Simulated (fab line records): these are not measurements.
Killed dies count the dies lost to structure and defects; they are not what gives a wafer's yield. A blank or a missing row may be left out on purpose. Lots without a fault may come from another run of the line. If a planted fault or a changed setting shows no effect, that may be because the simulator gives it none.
Which tool did it? -- flow nand harc -- 12 lots with 36 wafers sampled at 2 steps, on a route of 1302 steps

== WHAT THE GAUGES READ, wafer by wafer ==
NHARC_A_CONTACT_CD_MEAS_08 targets a cd of 200 nm. Usual: cd nm at 199.7 nm, with a standard deviation of 0.71.
lot,measured,on,cd nm (nm),flag
L742,day 22 12:13,cd sem-03,199.5 199.8 200.1,
L740,day 22 18:36,cd sem-03,198.2 199.5 199.4,
L747,day 25 04:17,cd sem-02,199.9 197.7 199.6,
L743,day 25 06:11,cd sem-01,199.4 199.0 199.7,
L746,day 25 07:19,cd sem-03,199.5 199.6 199.9,
L751,day 27 15:20,cd sem-02,200.9 199.5 200.0,
L752,day 28 14:02,cd sem-01,199.1 199.5 199.0,
L758,day 29 08:47,cd sem-01,199.6 200.9 199.7,
L757,day 29 20:26,cd sem-01,198.5 199.4 199.6,
L761,day 31 12:45,cd sem-03,199.0 199.9 198.8,
L762,day 31 14:28,cd sem-03,199.6 200.2 200.8,
L763,day 31 22:17,cd sem-01,199.7 200.1 200.3,

== WHAT TOOL EACH LOT RAN ON (gives the tool, then ch and the chambers of the sampled wafers, and finally the start) ==
lot,NHARC_A_CONTACT_STRIP_82
L742,"rie diel-06 ch 0,2,3, day 22 12:13 or earlier"
L740,"rie diel-01 ch 1,2,3, day 22 18:36 or earlier"
L747,"rie diel-06 ch 0,1,3, day 25 04:17 or earlier"
L743,"rie diel-06 ch 0,1,3, day 25 06:11 or earlier"
L746,"rie diel-13 ch 2,3, day 25 07:19 or earlier"
L751,"rie diel-01 ch 0,2,3, day 27 15:20 or earlier"
L752,"rie diel-01 ch 1,2,3, day 28 14:02 or earlier"
L758,"rie diel-13 ch 0,2,3, day 29 08:47 or earlier"
L757,"rie diel-06 ch 1,2, day 29 20:26 or earlier"
L761,"rie diel-06 ch 1,2, day 31 12:45 or earlier"
L762,"rie diel-06 ch 0,1,2, day 31 14:28 or earlier"
L763,"rie diel-06 ch 0,2, day 31 22:17 or earlier"
- NHARC_A_CONTACT_STRIP_82: strips in O2.

== AS READ BY THE TOOLS THEMSELVES (means over the sampled wafers that have a number; for cases with no such wafer, the mark the record gives instead) ==
NHARC_A_CONTACT_STRIP_82. Usual: drypump motor current A 5.7 A, standard deviation 0.46; oes product au 0.994 a.u., standard deviation 0.013; rf vpp V 57.6 V, standard deviation 0.9; showerhead plenum p Torr 3.47 Torr, standard deviation 0.12; throttle valve pct 17.037 %, standard deviation 0.009.
lot,tool,drypump motor current A (A),oes product au (a.u.),rf vpp V (V),showerhead plenum p Torr (Torr),throttle valve pct (%),flag
L742,rie diel-06,5.9,0.980,57.8,3.42,17.037,
L740,rie diel-01,6.0,0.995,57.8,3.46,17.036,
L747,rie diel-06,5.7,0.991,57.2,3.43,17.045,
L743,rie diel-06,5.6,0.980,56.9,3.43,17.034,
L746,rie diel-13,5.4,0.994,57.8,3.45,17.029,
L751,rie diel-01,6.1,0.995,57.7,3.42,17.040,
L752,rie diel-01,6.0,1.007,57.7,3.44,17.030,
L758,rie diel-13,5.7,1.002,58.1,3.52,17.038,
L757,rie diel-06,5.2,0.986,57.3,3.41,17.036,
L761,rie diel-06,5.6,0.991,58.9,3.40,17.033,
L762,rie diel-06,5.6,0.995,57.4,3.38,17.038,
L763,rie diel-06,6.0,0.998,57.3,3.37,17.035,

== THE ANSWER, worked out from the rows above alone ==
Rule: take the mean of a lot's wafers that have a number; if it is more than 3 standard deviations from the usual mean, the lot is off. Also off: a lot with no number at a reading for which 4 or more lots have one. Where the step has rows for the other lots, those lots are counted as sound. First the gauges in route order, then the tools' own readings, where a lot's mean is used as printed above. The first step at which some lot is off is used, and at that step the reading that is off furthest; a lot without a number counts as furthest.
None of the lots is off at any reading shown; this tells nothing.

== WHAT THE SIMULATOR PUT IN ==
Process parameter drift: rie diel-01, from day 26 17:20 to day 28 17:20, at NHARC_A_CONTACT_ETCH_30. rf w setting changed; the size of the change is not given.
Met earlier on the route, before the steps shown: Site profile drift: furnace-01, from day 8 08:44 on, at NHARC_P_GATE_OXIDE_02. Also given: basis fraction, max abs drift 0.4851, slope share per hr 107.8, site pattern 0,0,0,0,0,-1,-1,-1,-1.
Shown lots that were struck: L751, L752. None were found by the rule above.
